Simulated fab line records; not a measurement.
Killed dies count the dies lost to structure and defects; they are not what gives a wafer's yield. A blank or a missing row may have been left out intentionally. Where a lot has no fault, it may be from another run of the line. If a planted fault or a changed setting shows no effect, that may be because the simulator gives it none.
fab line records -- flow n5Finfet -- part 1 of 2: steps 1 to 22 of 28
record lots=5, wafers=15, lastDay=16
route steps=1938 shown BEOL_M8@1352
lots that met no fault: from a run of the same line without faults
startH: hours from the record's opening day to when the first of the lot's shown wafers began -- waitH: hours from the lot's prior step to this one -- " the same as in the row above -- L1.1+2: a row that stands for several wafers -- - no value present, or no start provided -- * or withheld: withheld -- < > ~ a bound
route shown NAME@n: names a module that has steps shown in the file, with the first one's number in the route -- usual: average and standard deviation across the fault-free wafers -- same: alike in all rows -- chamber/n: place in a boat -- sites: each site's reading -- _std_site: standard deviation of those values -- _edge_site: inner sites' mean taken away from outer sites' mean -- radiusMm: for every site, how far away it sits from the centre of the wafer -- mask NAME#n: copy n -- behind: the tool/chamber that last shaped the wafer -- hold: reason for holding the lot/hours on hold/outcome of the hold -- device: whichever transistor did not switch (one of n, p or np) -- end of line: at the end of the route, the tests of the same wafers -- step lacking rows: just its recipe -- killed: not the wafer's yield, but the dies lost to structure and defects at the first sort -- map: the dies of a wafer, with x for killed, . for not killed, _ for no die there
set.NAME: the setting the step ran with; set.NAME@STEP: the setting that earlier step ran with -- model.NAME: the simulator's own value behind a step, which no gauge read
lots seen at some steps along the route; tables by step, rows by wafer
services: from which hour (startH, from the record's first day; less than 0 if before it) a tool's chamber was out of use, for how many hours, and why
## steps
# step N5_BEOL_M8_STRIP_67
# recipe chemistry=CF4, resist=SiARC, powerW=300, biasPowerW=75, pressureMtorr=50, cf4FlowSccm=150, rfFrequencyHz=6e+07
# usual drypumpMotorCurrentA=5.5/0.37, oesProductAu=0.75/0.074, rfVppV=270.7/1.8, showerheadPlenumPTorr=1.79/0.068, throttleValvePct=13.64/0.19
lot.wafer,tool,chamber,startH,waitH,drypumpMotorCurrentA,oesProductAu,rfHoursCounterH,rfVppV,showerheadPlenumPTorr,throttleValvePct
L078.1,rieDiel-05,2,223.79,0.0,5.9,0.70,215,271.8,1.85,13.65
L078.3,rieDiel-05,3,223.79,0.0,5.7,0.87,34,275.2,1.89,13.37
L078.6,rieDiel-05,1,223.79,0.0,5.5,0.72,-,268.6,1.72,13.77
L080.2,rieDiel-02,0,228.98,0.0,5.7,0.70,217,268.8,1.70,13.67
L080.3,rieDiel-02,2,228.98,0.0,5.9,0.70,216,272.7,1.84,13.84
L080.5,rieDiel-02,1,228.98,0.0,4.9,0.84,-,271.6,1.83,13.34
L081.3,rieDiel-04,1,232.60,0.0,5.3,0.71,229,271.0,1.84,13.85
L081.4,rieDiel-04,2,232.60,0.0,4.8,0.87,55,269.3,1.75,13.46
L081.6,rieDiel-04,3,232.60,0.0,5.6,0.70,-,267.8,1.71,13.73
L082.2,rieDiel-02,0,241.59,0.0,5.6,0.70,223,268.2,1.70,13.70
L082.3,rieDiel-02,2,241.59,0.0,5.9,0.70,223,272.9,1.84,13.85
L082.6,rieDiel-02,3,241.59,0.0,5.4,0.86,-,274.1,1.84,13.57
L094.1,rieDiel-02,0,320.03,0.0,5.6,0.67,250,267.6,1.69,13.75
L094.2,rieDiel-02,2,320.03,0.0,5.9,0.69,250,271.5,1.83,13.93
L094.3,rieDiel-02,1,320.03,0.0,5.0,0.80,84,271.3,1.82,13.39
# step N5_BEOL_M8_HM_OPEN_17
# recipe chemistry=Cl2/BCl3, targetDepthA=200, overetchA=60, target=TiN, maskMaterial=SOC, ionEnergyEv=150, pressureMtorr=10, icpW=1000, biasW=126, Cl2_flow_sccm=53.25, bcl3FlowSccm=21.75, Ar_flow_sccm=25
# usual drypumpMotorCurrentA=5.8/0.36, oesProductAu=0.67/0.097, throttleValvePct=22.28/0.24
lot.wafer,tool,chamber,startH,waitH,drypumpMotorCurrentA,oesProductAu,rfHoursCounterH,throttleValvePct
L078.1,rieMetal-02,1,223.83,0.0,5.5,0.59,89,22.49
L078.3,rieMetal-02,0,223.83,0.0,6.1,0.77,-,22.03
L078.6,rieMetal-02,1,223.83,0.0,5.5,0.58,-,22.50
L080.2,rieMetal-02,1,229.02,0.0,5.5,0.59,90,22.51
L080.3,rieMetal-02,0,229.02,0.0,6.1,0.77,-,22.01
L080.5,rieMetal-02,0,229.02,0.0,6.1,0.77,-,22.02
L081.3,rieMetal-02,0,232.67,0.1,6.1,0.77,-,22.03
L081.4,rieMetal-02,1,232.67,0.1,5.5,0.59,-,22.50
L081.6,rieMetal-02,1,232.67,0.1,5.5,0.58,-,22.49
L082.2,rieMetal-02,1,241.63,0.0,5.5,0.59,90,22.48
L082.3,rieMetal-02,0,241.63,0.0,6.1,0.76,-,22.02
L082.6,rieMetal-02,0,241.63,0.0,6.1,0.77,-,22.02
L094.1,rieMetal-01,0,320.07,0.0,4.9,0.79,4,22.02
L094.2,rieMetal-01,1,320.07,0.0,6.0,0.55,104,22.46
L094.3,rieMetal-01,0,320.07,0.0,4.9,0.80,-,22.01
# step N5_BEOL_M8_STRIP_19
# recipe chemistry=O2, powerW=400, tempC=40, pressureMtorr=30, rfFrequencyHz=6e+07, biasPowerW=0, overashFraction=0.2, o2FlowSccm=225
# usual drypumpMotorCurrentA=5.4/0.38, o2FlowSccm=225.1/0.66, oesProductAu=0.76/0.084, rfVppV=3.6/0.67, showerheadPlenumPTorr=2.07/0.079, throttleValvePct=16.68/0.15
lot.wafer,tool,chamber,startH,waitH,drypumpMotorCurrentA,o2FlowSccm,oesProductAu,rfHoursCounterH,rfVppV,showerheadPlenumPTorr,throttleValvePct
L078.1,rieDiel-02,1,224.87,1.0,5.0,224.4,0.84,49,3.5,2.15,16.47
L078.3,rieDiel-02,0,224.87,1.0,5.6,223.9,0.70,215,3.5,1.98,16.71
L078.6,rieDiel-02,2,224.87,1.0,5.9,225.3,0.70,-,3.4,2.15,16.82
L080.2,rieDiel-04,2,229.18,0.1,4.8,225.6,0.87,54,4.9,2.05,16.60
L080.3,rieDiel-04,0,229.18,0.1,5.9,226.1,0.69,208,2.7,1.97,16.77
L080.5,rieDiel-04,1,229.18,0.1,5.3,224.8,0.71,-,4.5,2.15,16.86
L081.3,rieDiel-04,3,232.87,0.2,5.6,225.9,0.69,208,2.9,1.97,16.66
L081.4,rieDiel-04,0,232.87,0.2,5.8,226.0,0.69,210,4.1,1.97,16.79
L081.6,rieDiel-04,1,232.87,0.2,5.3,225.6,0.71,-,3.5,2.15,16.88
L082.2,rieDiel-04,3,241.92,0.3,5.6,225.5,0.68,212,3.9,1.97,16.63
L082.3,rieDiel-04,0,241.92,0.3,5.9,224.7,0.69,215,3.2,1.97,16.77
L082.6,rieDiel-04,3,241.92,0.3,5.6,225.1,0.68,-,2.7,1.97,16.66
L094.1,rieDiel-02,0,320.19,0.1,5.6,225.4,0.67,250,3.6,1.97,16.78
L094.2,rieDiel-02,1,320.19,0.1,5.0,224.3,0.79,84,5.2,2.13,16.52
L094.3,rieDiel-02,2,320.19,0.1,5.9,224.7,0.68,251,4.1,2.14,16.89
# step N5_BEOL_M8_CD_MEAS_18
# recipe pitchNm=80, targetCdNm=40
# usual cdNm=40.1/0.48
lot.wafer,tool,chamber,startH,waitH,cdNm
L078.1,cdSem-03,-,224.94,0.0,40.3
L078.3,cdSem-03,-,224.94,0.0,40.1
L078.6,cdSem-03,-,224.94,0.0,40.5
L080.2,cdSem-01,-,229.25,0.1,40.3
L080.3,cdSem-01,-,229.25,0.1,40.6
L080.5,cdSem-01,-,229.25,0.1,40.8
L081.3,cdSem-02,-,232.94,0.1,40.5
L081.4,cdSem-02,-,232.94,0.1,40.1
L081.6,cdSem-02,-,232.94,0.1,39.7
L082.2,cdSem-01,-,241.99,0.1,38.2
L082.3,cdSem-01,-,241.99,0.1,39.6
L082.6,cdSem-01,-,241.99,0.1,39.3
L094.1,cdSem-01,-,320.26,0.0,40.6
L094.2,cdSem-01,-,320.26,0.0,41.2
L094.3,cdSem-01,-,320.26,0.0,41.0
# step N5_BEOL_M8_COAT_63
# recipe resist=SOC, tempC=250, timeS=60, spinRpm=1500, resistThkNm=60
lot.wafer,tool,chamber,startH,waitH
L078.1+3+6,lithoTrack-05,0,224.98,0.0
L080.2+3+5,lithoTrack-04,0,229.64,0.4
L081.3+4+6,lithoTrack-04,0,233.15,0.2
L082.2+3+6,lithoTrack-04,0,243.53,1.5
L094.1+2+3,lithoTrack-05,0,321.54,1.3
# step N5_BEOL_M8_COAT_64
# recipe resist=SiARC, tempC=220, timeS=60, spinRpm=1500, resistThkNm=12
lot.wafer,tool,chamber,startH,waitH
L078.1+3+6,lithoTrack-05,0,-,-
L080.2+3+5,lithoTrack-04,0,-,-
L081.3+4+6,lithoTrack-04,0,-,-
L082.2+3+6,lithoTrack-04,0,-,-
L094.1+2+3,lithoTrack-05,0,-,-
# step N5_BEOL_M8_COAT_71
# recipe resist=underlayer, tempC=205, timeS=60, spinRpm=1500, resistThkNm=5
lot.wafer,tool,chamber,startH,waitH
L078.1+3+6,lithoTrack-05,0,-,-
L080.2+3+5,lithoTrack-04,0,-,-
L081.3+4+6,lithoTrack-04,0,-,-
L082.2+3+6,lithoTrack-04,0,-,-
L094.1+2+3,lithoTrack-05,0,-,-
# step N5_BEOL_M8_COAT_22
# recipe resist=CAR-EUV, spinRpm=1500, resistThkNm=30
lot.wafer,tool,chamber,startH,waitH
L078.1+3+6,lithoTrack-05,0,-,-
L080.2+3+5,lithoTrack-04,0,-,-
L081.3+4+6,lithoTrack-04,0,-,-
L082.2+3+6,lithoTrack-04,0,-,-
L094.1+2+3,lithoTrack-05,0,-,-
# step N5_BEOL_M8_EBR_24
# recipe solvent=PGMEA, ebrWidthMm=1.5
lot.wafer,tool,chamber,startH,waitH
L078.1+3+6,lithoTrack-05,0,-,-
L080.2+3+5,lithoTrack-04,0,-,-
L081.3+4+6,lithoTrack-04,0,-,-
L082.2+3+6,lithoTrack-04,0,-,-
L094.1+2+3,lithoTrack-05,0,-,-
# step N5_BEOL_M8_SOFTBAKE_23
# recipe tempC=110, timeS=60, resist=CAR-EUV
lot.wafer,tool,chamber,startH,waitH
L078.1+3+6,lithoTrack-05,0,-,-
L080.2+3+5,lithoTrack-04,0,-,-
L081.3+4+6,lithoTrack-04,0,-,-
L082.2+3+6,lithoTrack-04,0,-,-
L094.1+2+3,lithoTrack-05,0,-,-
# step N5_BEOL_M8_EXPOSE_25
# recipe maskId=V7, na=0.33, sourceShape=annular, sigmaInner=0.4, sigmaOuter=0.8, polarization=unpolarized, targetCdNm=40, doseMj=42.5
lot.wafer,tool,chamber,startH,waitH,mask
L078.1+3+6,euvScanner-01,0,225.12,-,V7#0
L080.2+3+5,euvScanner-02,0,229.95,-,V7#0
L081.3+4+6,euvScanner-01,0,233.43,-,V7#0
L082.2+3+6,euvScanner-01,0,243.71,-,V7#0
L094.1+2+3,euvScanner-01,0,322.01,-,V7#0
# step N5_BEOL_M8_PEB_26
# recipe pebTempC=100, pebTimeS=60, resist=CAR-EUV
lot.wafer,tool,chamber,startH,waitH
L078.1+3+6,lithoTrack-04,0,225.18,0.1
L080.2+3+5,lithoTrack-04,0,230.01,0.1
L081.3+4+6,lithoTrack-05,0,233.48,0.0
L082.2+3+6,lithoTrack-05,0,243.77,0.1
L094.1+2+3,lithoTrack-03,0,322.07,0.1
# step N5_BEOL_M8_DEVELOP_27
# recipe developTimeS=30, developer=TMAH, resist=CAR-EUV, rinseLiquid=surfactantRinse, dry=airSpin, devTempC=23
lot.wafer,tool,chamber,startH,waitH
L078.1+3+6,lithoTrack-04,0,-,-
L080.2+3+5,lithoTrack-04,0,-,-
L081.3+4+6,lithoTrack-05,0,-,-
L082.2+3+6,lithoTrack-05,0,-,-
L094.1+2+3,lithoTrack-03,0,-,-
# step N5_BEOL_M8_CD_MEAS_28
# recipe targetCdNm=40, landingEnergyEv=500, detector=seInlens
# usual cdNm=40.04/0.23
lot.wafer,tool,chamber,startH,waitH,cdNm
L078.1,cdSem-01,0,225.25,-,39.93
L078.3,cdSem-01,0,225.25,-,40.34
L078.6,cdSem-01,0,225.25,-,40.00
L080.2,cdSem-03,0,230.07,-,40.44
L080.3,cdSem-03,0,230.07,-,40.39
L080.5,cdSem-03,0,230.07,-,40.32
L081.3,cdSem-02,0,233.55,-,40.07
L081.4,cdSem-02,0,233.55,-,40.08
L081.6,cdSem-02,0,233.55,-,40.58
L082.2,cdSem-02,0,243.84,-,40.04
L082.3,cdSem-02,0,243.84,-,40.05
L082.6,cdSem-02,0,243.84,-,39.86
L094.1,cdSem-01,0,322.14,-,40.26
L094.2,cdSem-01,0,322.14,-,40.18
L094.3,cdSem-01,0,322.14,-,40.29
# step N5_BEOL_M8_OVL_MEAS_29
# recipe pointsPerWafer=522
# usual V7_OVL=0.0/0.64
lot.wafer,tool,chamber,startH,waitH,V7_OVL[nm]
L078.1,overlay-01,0,225.28,0.0,0.5
L078.3,overlay-01,0,225.28,0.0,0.9
L078.6,overlay-01,0,225.28,0.0,-0.5
L080.2,overlay-02,0,230.11,0.0,0.1
L080.3,overlay-02,0,230.11,0.0,-0.6
L080.5,overlay-02,0,230.11,0.0,-0.4
L081.3,overlay-02,0,233.59,0.0,-0.5
L081.4,overlay-02,0,233.59,0.0,0.0
L081.6,overlay-02,0,233.59,0.0,0.6
L082.2,overlay-02,0,243.88,0.0,-0.3
L082.3,overlay-02,0,243.88,0.0,-1.1
L082.6,overlay-02,0,243.88,0.0,0.7
L094.1,overlay-02,0,322.17,0.0,0.1
L094.2,overlay-02,0,322.17,0.0,-0.1
L094.3,overlay-02,0,322.17,0.0,0.5
# step N5_BEOL_M8_INSPECT_30
# recipe mode=adi, inspectInstrument=brightfield
# usual rawDefectCount=401/83
lot.wafer,tool,chamber,startH,waitH,rawDefectCount
L078.1,defectInspect-01,-,225.34,0.1,525
L078.3,defectInspect-01,-,225.34,0.1,435
L078.6,defectInspect-01,-,225.34,0.1,457
L080.2,defectInspect-02,-,230.16,0.0,468
L080.3,defectInspect-02,-,230.16,0.0,366
L080.5,defectInspect-02,-,230.16,0.0,338
L081.3,defectInspect-02,-,233.63,0.0,604
L081.4,defectInspect-02,-,233.63,0.0,485
L081.6,defectInspect-02,-,233.63,0.0,492
L082.2,defectInspect-02,-,243.93,0.0,323
L082.3,defectInspect-02,-,243.93,0.0,340
L082.6,defectInspect-02,-,243.93,0.0,391
L094.1,defectInspect-01,-,322.23,0.1,465
L094.2,defectInspect-01,-,322.23,0.1,582
L094.3,defectInspect-01,-,322.23,0.1,504
# step N5_BEOL_M8_DESCUM_33
# recipe chemistry=O2, timeS=7, sourcePowerW=50, biasPowerW=20, pressureMtorr=20, rfFrequencyHz=2.712e+07, tempC=40, resist=CAR-EUV, o2FlowSccm=225
# usual drypumpMotorCurrentA=5.5/0.38, o2FlowSccm=224.9/0.65, oesProductAu=0.75/0.08, rfVppV=242.8/1.6, showerheadPlenumPTorr=2.07/0.088, throttleValvePct=20.38/0.13
lot.wafer,tool,chamber,startH,waitH,drypumpMotorCurrentA,o2FlowSccm,oesProductAu,rfHoursCounterH,rfVppV,showerheadPlenumPTorr,throttleValvePct
L078.1,rieDiel-02,2,226.24,0.9,5.9,225.9,0.70,214,244.4,2.15,20.47
L078.3,rieDiel-02,3,226.24,0.9,5.4,223.3,0.89,52,244.8,2.12,20.27
L078.6,rieDiel-02,3,226.24,0.9,5.4,224.3,0.88,-,243.6,2.12,20.28
L080.2,rieDiel-02,0,231.26,1.1,5.7,225.5,0.69,218,241.8,1.98,20.43
L080.3,rieDiel-02,3,231.26,1.1,5.4,225.4,0.87,55,243.9,2.12,20.28
L080.5,rieDiel-02,1,231.26,1.1,4.9,223.8,0.84,-,244.1,2.14,20.29
L081.3,rieDiel-04,2,234.09,0.5,4.8,224.6,0.85,56,242.3,2.05,20.38
L081.4,rieDiel-04,0,234.09,0.5,5.9,224.8,0.69,210,241.1,1.97,20.52
L081.6,rieDiel-04,2,234.09,0.5,4.8,225.5,0.86,-,243.2,2.05,20.39
L082.2,rieDiel-05,1,243.96,0.0,5.5,225.3,0.72,211,241.7,1.96,20.41
L082.3,rieDiel-05,0,243.96,0.0,5.0,225.3,0.77,94,244.4,2.11,20.05
L082.6,rieDiel-05,3,243.96,0.0,5.7,225.8,0.86,-,244.7,2.20,20.19
L094.1,rieDiel-04,2,322.26,0.0,4.8,224.8,0.81,91,241.1,2.04,20.44
L094.2,rieDiel-04,3,322.26,0.0,5.6,225.3,0.67,244,240.4,1.95,20.36
L094.3,rieDiel-04,0,322.26,0.0,5.8,224.6,0.67,245,241.6,1.96,20.58
# step N5_BEOL_M8_ETCH_72
# recipe chemistry=N2/H2, target=underlayer, targetDepthA=65, maskMaterial=CAR-EUV, timeS=5.2, ionEnergyEv=200, pressureMtorr=30, sourceW=840, biasW=150, n2FlowSccm=200, h2FlowSccm=200, ends=cleared
# usual drypumpMotorCurrentA=5.5/0.38, etchRfOnTimeS=5.28/0.088, oesProductAu=0.64/0.065, rfVppV=523.1/2.8, showerheadPlenumPTorr=2.52/0.1, throttleValvePct=17.87/0.22
lot.wafer,tool,chamber,startH,waitH,drypumpMotorCurrentA,etchRfOnTimeS,oesProductAu,rfHoursCounterH,rfVppV,showerheadPlenumPTorr,throttleValvePct
L078.1,rieDiel-02,2,226.28,0.0,5.9,5.18,0.60,214,528.5,2.64,18.06
L078.3,rieDiel-02,3,226.28,0.0,5.3,5.27,0.75,52,522.9,2.57,17.63
L078.6,rieDiel-02,3,226.28,0.0,5.4,5.26,0.73,-,524.4,2.57,17.67
L080.2,rieDiel-02,0,231.29,0.0,5.7,5.28,0.60,218,521.3,2.43,18.17
L080.3,rieDiel-02,3,231.29,0.0,5.4,5.17,0.74,55,526.8,2.56,17.64
L080.5,rieDiel-02,1,231.29,0.0,5.0,5.20,0.71,-,525.4,2.58,17.54
L081.3,rieDiel-04,2,234.13,0.0,4.8,5.22,0.73,56,521.3,2.47,17.64
L081.4,rieDiel-04,0,234.13,0.0,5.8,5.28,0.58,210,519.7,2.42,18.05
L081.6,rieDiel-04,2,234.13,0.0,4.8,5.20,0.73,-,523.1,2.47,17.63
L082.2,rieDiel-05,1,244.00,0.0,5.5,5.33,0.60,211,518.3,2.42,18.05
L082.3,rieDiel-05,0,244.00,0.0,5.0,5.26,0.66,94,525.4,2.57,17.49
L082.6,rieDiel-05,3,244.00,0.0,5.7,5.36,0.73,-,527.5,2.70,17.75
L094.1,rieDiel-04,2,322.30,0.0,4.8,5.34,0.68,91,518.7,2.45,17.69
L094.2,rieDiel-04,3,322.30,0.0,5.6,5.42,0.56,244,520.2,2.40,17.97
L094.3,rieDiel-04,0,322.30,0.0,5.9,5.32,0.57,245,521.0,2.40,18.13
# step N5_BEOL_M8_ETCH_65
# recipe chemistry=CF4, target=SiARC, targetDepthA=156, maskMaterial=CAR-EUV, timeS=26, ionEnergyEv=80, pressureMtorr=40, sourceW=545, biasW=36, Ar_flow_sccm=100, cf4FlowSccm=100, ends=cleared
# usual drypumpMotorCurrentA=5.5/0.38, etchRfOnTimeS=26.3/0.45, oesProductAu=0.64/0.066, rfVppV=183.9/1.3, showerheadPlenumPTorr=2.13/0.082, throttleValvePct=15.66/0.19
lot.wafer,tool,chamber,startH,waitH,drypumpMotorCurrentA,etchRfOnTimeS,oesProductAu,rfHoursCounterH,rfVppV,showerheadPlenumPTorr,throttleValvePct
L078.1,rieDiel-02,2,226.29,0.0,5.9,26.0,0.60,214,184.8,2.20,15.86
L078.3,rieDiel-02,3,226.29,0.0,5.4,26.3,0.74,52,183.9,2.19,15.59
L078.6,rieDiel-02,3,226.29,0.0,5.4,26.1,0.74,-,184.6,2.19,15.57
L080.2,rieDiel-02,0,231.31,0.0,5.7,26.2,0.60,218,182.9,2.04,15.70
L080.3,rieDiel-02,3,231.31,0.0,5.4,25.5,0.74,55,184.4,2.18,15.57
L080.5,rieDiel-02,1,231.31,0.0,5.0,25.6,0.72,-,183.9,2.18,15.37
L081.3,rieDiel-04,2,234.15,0.0,4.8,25.8,0.73,56,183.9,2.09,15.49
L081.4,rieDiel-04,0,234.15,0.0,5.8,26.4,0.59,210,182.3,2.04,15.87
L081.6,rieDiel-04,2,234.15,0.0,4.8,26.1,0.73,-,183.6,2.09,15.51
L082.2,rieDiel-05,1,244.01,0.0,5.5,26.6,0.61,211,183.0,2.05,15.81
L082.3,rieDiel-05,0,244.01,0.0,5.0,26.0,0.66,94,183.3,2.16,15.29
L082.6,rieDiel-05,3,244.01,0.0,5.7,27.1,0.73,-,187.0,2.26,15.45
L094.1,rieDiel-04,2,322.32,0.0,4.8,26.5,0.69,91,183.8,2.08,15.54
L094.2,rieDiel-04,3,322.32,0.0,5.6,26.9,0.56,244,183.0,2.02,15.77
L094.3,rieDiel-04,0,322.32,0.0,5.8,27.1,0.56,245,181.8,2.03,15.91
# step N5_BEOL_M8_ETCH_66
# recipe chemistry=N2/H2, target=SOC, targetDepthA=800, overetchA=160, maskMaterial=SiARC, tempC=40, timeS=120, ionEnergyEv=200, pressureMtorr=30, sourceW=840, biasW=150, n2FlowSccm=200, h2FlowSccm=200
# usual drypumpMotorCurrentA=5.5/0.38, oesProductAu=0.58/0.058, rfVppV=523/3, showerheadPlenumPTorr=2.52/0.1, throttleValvePct=17.83/0.22
lot.wafer,tool,chamber,startH,waitH,drypumpMotorCurrentA,oesProductAu,rfHoursCounterH,rfVppV,showerheadPlenumPTorr,throttleValvePct
L078.1,rieDiel-02,2,226.32,0.0,5.9,0.55,214,529,2.64,18.03
L078.3,rieDiel-02,3,226.32,0.0,5.4,0.66,52,525,2.56,17.61
L078.6,rieDiel-02,3,226.32,0.0,5.4,0.67,-,525,2.56,17.60
L080.2,rieDiel-02,0,231.34,0.0,5.7,0.53,218,520,2.43,18.13
L080.3,rieDiel-02,3,231.34,0.0,5.4,0.66,55,525,2.56,17.59
L080.5,rieDiel-02,1,231.34,0.0,4.9,0.64,-,525,2.58,17.48
L081.3,rieDiel-04,2,234.17,0.0,4.8,0.66,56,522,2.47,17.59
L081.4,rieDiel-04,0,234.17,0.0,5.9,0.53,210,519,2.42,18.02
L081.6,rieDiel-04,2,234.17,0.0,4.8,0.66,-,522,2.47,17.58
L082.2,rieDiel-05,1,244.04,0.0,5.5,0.55,211,520,2.42,18.03
L082.3,rieDiel-05,0,244.04,0.0,5.0,0.60,94,526,2.57,17.46
L082.6,rieDiel-05,3,244.04,0.0,5.7,0.66,-,529,2.70,17.68
L094.1,rieDiel-04,2,322.34,0.0,4.8,0.62,91,523,2.45,17.64
L094.2,rieDiel-04,3,322.34,0.0,5.7,0.52,244,519,2.40,17.92
L094.3,rieDiel-04,0,322.34,0.0,5.9,0.51,245,520,2.40,18.08
# step N5_BEOL_M8_STRIP_69
# recipe chemistry=N2/H2, tempC=40, n2FlowSccm=200, h2FlowSccm=200, rfFrequencyHz=6e+07
lot.wafer,tool,chamber,startH,waitH
L078.1+3+6,rieDiel-02,"2,3,3",226.40,0.0
L080.2+3+5,rieDiel-02,"0,3,1",231.42,0.0
L081.3+4+6,rieDiel-04,"2,0,2",234.25,0.0
L082.2+3+6,rieDiel-05,"1,0,3",244.12,0.0
L094.1+2+3,rieDiel-04,"2,3,0",322.42,0.0
# step N5_BEOL_M8_STRIP_73
# recipe chemistry=N2/H2, tempC=40, n2FlowSccm=200, h2FlowSccm=200, rfFrequencyHz=6e+07
lot.wafer,tool,chamber,startH,waitH
L078.1+3+6,rieDiel-02,"2,3,3",226.41,0.0
L080.2+3+5,rieDiel-02,"0,3,1",231.43,0.0
L081.3+4+6,rieDiel-04,"2,0,2",234.26,0.0
L082.2+3+6,rieDiel-05,"1,0,3",244.13,0.0
L094.1+2+3,rieDiel-04,"2,3,0",322.43,0.0
